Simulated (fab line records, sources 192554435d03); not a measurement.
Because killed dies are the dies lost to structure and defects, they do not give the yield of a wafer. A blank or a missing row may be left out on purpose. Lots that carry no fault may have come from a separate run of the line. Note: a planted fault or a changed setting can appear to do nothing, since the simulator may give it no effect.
Split-lot study	flow n5_finfet	on a route of 1938 steps: 7 lots, 21 wafers read

THE SPLIT ITSELF
At N5_GATE_CUT_DESCUM_18 (chemistry O2, time 7 s), the setting time_s was moved away from the recipe's 7 s on 8 of the 21 wafers read, by -12.4% to +20.8%. For the rest of the wafers, this setting stayed at what the recipe calls for.

SPLIT TO READING: what lies between them in the file, 1 step
- N5_GATE_CUT_ETCH_28: etches underlayer in N2/H2, target depth 13 nm, time 10.4 s

THE READING
CAR-EUV_of_GATE_CUT_COAT_07.thk_nm (the simulator's own value, which no gauge read), in nm, at N5_GATE_CUT_ETCH_36 (etches SiARC in CF4, target depth 13 nm, time 21.7 s). There is no usual value for it anywhere in the file. Average 7.0 nm, standard deviation 0.18 nm, over the 13 wafers here run with the recipe.

wafer	tool, chamber at the split	time_s as run, s	against the recipe	CAR-EUV_of_GATE_CUT_COAT_07.thk_nm, nm	against lot-mates on the recipe
L077.2	rie_diel-03, 2	7	recipe	7	-
L077.4	rie_diel-03, 0,3	7	recipe	7	-
L077.6	rie_diel-03, 0,3	7	recipe	6.8	-
L078.3	rie_diel-03, 2,1,0	7	recipe	6.8	-
L078.5	rie_diel-03, 2,1,0	7	recipe	6.8	-
L078.6	rie_diel-03, 2,1,0	7	recipe	6.8	-
L083.3	rie_diel-04, 1,3,1	8.459	+20.8%	6.2	no lot-mate on the recipe
L083.5	rie_diel-04, 1,3,1	8.459	+20.8%	6.2	no lot-mate on the recipe
L083.4	rie_diel-04, 1,3,1	8.459	+20.8%	6.4	no lot-mate on the recipe
L085.2	rie_diel-04, 0	7	recipe	6.8	-
L085.3	rie_diel-04, 2	6.134	-12.4%	7.4	+0.6
L085.5	rie_diel-04, 1	6.134	-12.4%	7.2	+0.4
L086.3	rie_diel-04, 1,2	7	recipe	7.2	-
L086.4	rie_diel-04, 1,2	7	recipe	7.2	-
L086.6	rie_diel-04, 2	7.723	+10.3%	6.8	-0.4
L089.3	rie_diel-04, 2	7.541	+7.7%	6.8	+0.0
L089.5	rie_diel-04, 1,0	7	recipe	6.8	-
L089.6	rie_diel-04, 1,0	7	recipe	6.8	-
L097.1	rie_diel-01, 1	7	recipe	7.2	-
L097.5	rie_diel-01, 1	7	recipe	7.2	-
L097.4	rie_diel-01, 3	7.985	+14.1%	6.6	-0.6
Where a row lists several chambers, the file gives one row for several wafers and doesn't say which wafer went through which chamber.

FIT RESULTS
A straight line over all 21 wafers: CAR-EUV_of_GATE_CUT_COAT_07.thk_nm changes by -0.0302 nm for each +1% of time_s; r = -0.87; the points scatter about the line by 0.16 nm.
The same after taking each lot's own level away (the mean of its wafers on the recipe; 18 wafers): -0.0374 nm for each +1%; r = -0.93; scatter 0.092 nm.
Per that fit: largest time_s move, reading shift of 0.78 nm.
The span of the lots' own levels, 6.80 to 7.20 nm, comes to 2.2 times the standard deviation stated above.
In other words, the slope is changed by the lot-to-lot level; the two fits disagree.
Check: for one of the wafers moved furthest among these (+14.1%), held out of the fit, the line's prediction against its lot-mates is -0.465 nm. Against them it came out at -0.6 nm.

THESE WAFERS: OTHER SPLITS
These wafers also went through other splits before the reading. Each is held against what the fit with the lots' levels taken away leaves over:
other split on the same wafers	wafers away from the commonest value	r with CAR-EUV_of_GATE_CUT_COAT_07.thk_nm (lot level and that fit taken away)
N5_HKMG_FIN_PEB_10 peb_time_s	5	+0.09

THE WHOLE CHAIN: every reading that the file lists as answering this split, in the file's order
step	what it does	reading	change (the file's fit)	r (the file's)
N5_GATE_CUT_DESCUM_18	chemistry O2, time 7 s	CAR-EUV_of_GATE_CUT_COAT_07.thk_nm (the simulator's own value, which no gauge read)	-0.0345 nm for each +1% of the setting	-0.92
N5_GATE_CUT_ETCH_28	etches underlayer in N2/H2, target depth 13 nm, time 10.4 s	CAR-EUV_of_GATE_CUT_COAT_07.thk_nm (the simulator's own value, which no gauge read)	-0.0338 nm for each +1% of the setting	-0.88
N5_GATE_CUT_ETCH_36	etches SiARC in CF4, target depth 13 nm, time 21.7 s	CAR-EUV_of_GATE_CUT_COAT_07.thk_nm (the simulator's own value, which no gauge read)	-0.0363 nm for each +1% of the setting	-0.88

FILE'S OWN FIT
CAR-EUV_of_GATE_CUT_COAT_07.thk_nm changes by -0.0363 nm for each +1% of time_s, r = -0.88.
